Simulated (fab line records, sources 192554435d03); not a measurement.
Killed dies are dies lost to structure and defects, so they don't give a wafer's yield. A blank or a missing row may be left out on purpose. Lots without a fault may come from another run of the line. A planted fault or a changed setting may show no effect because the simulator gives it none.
Which tool did it? | flow n5_finfet | 12 lots, 36 wafers sampled, at 1 step of a route of 1938

WHAT THE GAUGES READ, wafer by wafer
N5_BEOL_M11_INSPECT_13: inspects for defects (brightfield).
lot  | measured     | on                | raw_defect_count
L076 | day 10 08:11 | defect_inspect-01 | 329 596 379
L077 | day 10 16:29 | defect_inspect-01 | 346 427 396
L080 | day 11 21:04 | defect_inspect-02 | 433 439 457
L081 | day 12 05:58 | defect_inspect-02 | 420 464 457
L082 | day 12 14:48 | defect_inspect-02 | 364 262 373
L085 | day 13 11:32 | defect_inspect-02 | 370 256 305
L086 | day 13 19:28 | defect_inspect-02 | 245 342 333
L088 | day 14 18:52 | defect_inspect-02 | 527 312 515
L092 | day 15 01:34 | defect_inspect-02 | 314 277 259
L093 | day 15 21:30 | defect_inspect-02 | 384 359 396
L097 | day 16 03:23 | defect_inspect-02 | 300 355 302
L095 | day 16 09:08 | defect_inspect-01 | 378 555 535

WHICH TOOL RAN EACH LOT (tool, then ch and the chambers of the sampled wafers, then the start)
The record holds no process step before these readings.

THE ANSWER, worked out from the rows above alone
Rule: what is usual is taken from the lots themselves. Put in order of their means at a reading, lots are off if they are a third of the lots or fewer, leave a main group of 4 or more, and stand apart from it by a gap of 3 or more times the standard deviation of the main group's means; of several such gaps the widest counts. A main group whose means are all the same, to the digits that the tables above print for the reading, isn't used. A lot without any number at a reading at which 4 lots or more have one is off too. The other lots that the step has rows for count as sound.
No lot is off at any reading shown: from this, nothing can be told.

WHAT THE SIMULATOR HAD PUT IN
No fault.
